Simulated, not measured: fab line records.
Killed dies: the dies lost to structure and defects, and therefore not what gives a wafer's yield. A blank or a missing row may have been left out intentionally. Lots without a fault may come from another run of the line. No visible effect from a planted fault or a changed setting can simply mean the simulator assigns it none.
Which of the tools did it? ; flow n5-finfet ; 12 lots with 36 wafers sampled at 3 steps, on a route of 1938 steps

== WHAT EACH GAUGE READ, for each wafer ==
N5_ILD0_THK_MEAS_04.
lot;measured;on;thk-nm (nm)
L075;day 3 22:23;film-metro-01;194.0 194.8 195.3
L077;day 4 09:20;film-metro-02;197.4 198.8 196.1
L079;day 4 19:02;film-metro-02;196.0 196.1 196.2
L081;day 5 09:59;film-metro-01;197.2 198.0 198.4
L083;day 5 20:04;film-metro-02;197.2 198.2 198.1
L085;day 6 10:16;film-metro-01;197.3 198.2 194.2
L087;day 6 19:59;film-metro-01;196.7 197.1 195.5
L089;day 7 07:49;film-metro-01;198.0 194.6 196.2
L091;day 7 19:27;film-metro-01;198.2 198.1 196.5
L093;day 8 10:50;film-metro-02;198.6 198.0 196.3
L095;day 8 20:24;film-metro-02;195.7 197.9 197.0
L097;day 9 05:26;film-metro-02;198.9 197.3 198.0

== EACH LOT AND THE TOOL THAT RAN IT (in order: tool; ch and the chambers of the sampled wafers; start) ==
lot;N5_SD_ACTIVATION_RTA_00;N5_ILD0_LINER_00
L075;rtp-anneal-01 ch 0, day 3 18:59;ald-sin-03 ch 1,3, day 3 19:43
L077;rtp-anneal-02 ch 0, day 4 05:55;ald-sin-01 ch 0,2, day 4 06:40
L079;rtp-anneal-01 ch 0, day 4 15:35;ald-sin-01 ch 0,2,3, day 4 16:21
L081;rtp-anneal-02 ch 0, day 5 06:29;ald-sin-02 ch 0,1,2, day 5 07:20
L083;rtp-anneal-02 ch 0, day 5 15:56;ald-sin-02 ch 0,3, day 5 17:25
L085;rtp-anneal-02 ch 0, day 6 06:49;ald-sin-02 ch 0,1, day 6 07:36
L087;rtp-anneal-01 ch 0, day 6 16:33;ald-sin-01 ch 0,1,3, day 6 17:19
L089;rtp-anneal-02 ch 0, day 7 04:23;ald-sin-01 ch 0,1,2, day 7 05:09
L091;rtp-anneal-02 ch 0, day 7 16:01;ald-sin-02 ch 1,2, day 7 16:47
L093;rtp-anneal-02 ch 0, day 8 07:07;ald-sin-02 ch 0,2,3, day 8 08:08
L095;rtp-anneal-02 ch 0, day 8 16:26;ald-sin-02 ch 1,2, day 8 17:23
L097;rtp-anneal-01 ch 0, day 9 01:47;ald-sin-02 ch 2,3, day 9 02:33
- N5_SD_ACTIVATION_RTA_00: time 0 s.
- N5_ILD0_LINER_00: material SiNx, target thk 4 nm, pulse time 1 s, purge time 2 s.

== THE ANSWER, worked out from the rows above alone ==
Rule: the usual values come from the lots themselves. The widest of any qualifying gaps counts: lots, ordered by their means at a reading, are off when they make up no more than a third of the lots, leave a main group of 4 or more, and stand apart from it by 3 or more times the standard deviation of that group's means. If all means in a main group match to the digits the tables above print for the reading, that group is not used. Also off: a lot with no number at a reading for which 4 or more lots have one. Where the step has rows for the other lots, those lots are counted as sound.
None of the lots is off at any reading shown; this tells nothing.

== WHAT THE SIMULATOR HAD PUT IN ==
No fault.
